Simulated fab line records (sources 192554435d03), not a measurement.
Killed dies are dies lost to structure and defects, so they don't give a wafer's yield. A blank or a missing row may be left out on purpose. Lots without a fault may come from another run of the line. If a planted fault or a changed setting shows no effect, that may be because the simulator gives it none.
Matching of chambers + flow n5_finfet + N5_ILD0_CMP_03 on cmp-01 has 4 sister chambers
The step polishes, stops on SiNx, t overpolish 1.9 s, target thk 197.38 nm. 4 wafers are shown with their chamber, then 12 later ones without.

WAFERS, EACH WITH ITS CHAMBER
| wafer  | chamber | motor_current_A (A) |
|--------|---------|---------------------|
| L089.5 | 1       | 13.0                |
| L090.2 | 2       | 11.2                |
| L091.2 | 0       | 12.4                |
| L091.6 | 3       | 12.2                |

WAFERS WHOSE CHAMBER IS MISSING
| wafer  | motor_current_A (A) |
|--------|---------------------|
| L092.1 | 12.4                |
| L092.3 | 11.4                |
| L092.4 | 12.2                |
| L093.2 | 11.6                |
| L093.4 | 12.5                |
| L093.5 | 12.5                |
| L096.2 | 13.2                |
| L096.4 | 12.2                |
| L096.5 | 13.3                |
| L097.1 | 12.3                |
| L097.3 | 13.0                |
| L097.5 | 12.3                |

THE CHAMBER EACH PASSED THROUGH
| wafer  | from the rows above     | in truth |
|--------|-------------------------|----------|
| L092.1 | can't be placed: 0 or 3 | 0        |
| L092.3 | 2                       | 2        |
| L092.4 | can't be placed: 3 or 0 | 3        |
| L093.2 | can't be placed: 2 or 3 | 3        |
| L093.4 | can't be placed: 0 or 3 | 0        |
| L093.5 | can't be placed: 0 or 3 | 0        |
| L096.2 | 1                       | 1        |
| L096.4 | can't be placed: 3 or 0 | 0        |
| L096.5 | 1                       | 1        |
| L097.1 | can't be placed: 0 or 3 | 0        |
| L097.3 | 1                       | 1        |
| L097.5 | can't be placed: 0 or 3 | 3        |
Correct placement for 4 of the 12. Unplaceable from these rows: 8, with the true chamber sitting among the candidates in 8. Number placed wrongly: 0.
How it was worked out, from the rows above alone: a wafer's distance from a chamber is the root of the sum, over the readings, of the square of ((its reading less the chamber's mean) divided by the reading's scatter). If the next closest chamber is less than 2 further off than the closest, the wafer can't be placed; otherwise it belongs to the closest. The mean given for a chamber averages the wafers shown for that chamber. The scatter: root of mean squared gap, hidden wafer to nearest shown wafer, with one shown wafer a chamber.
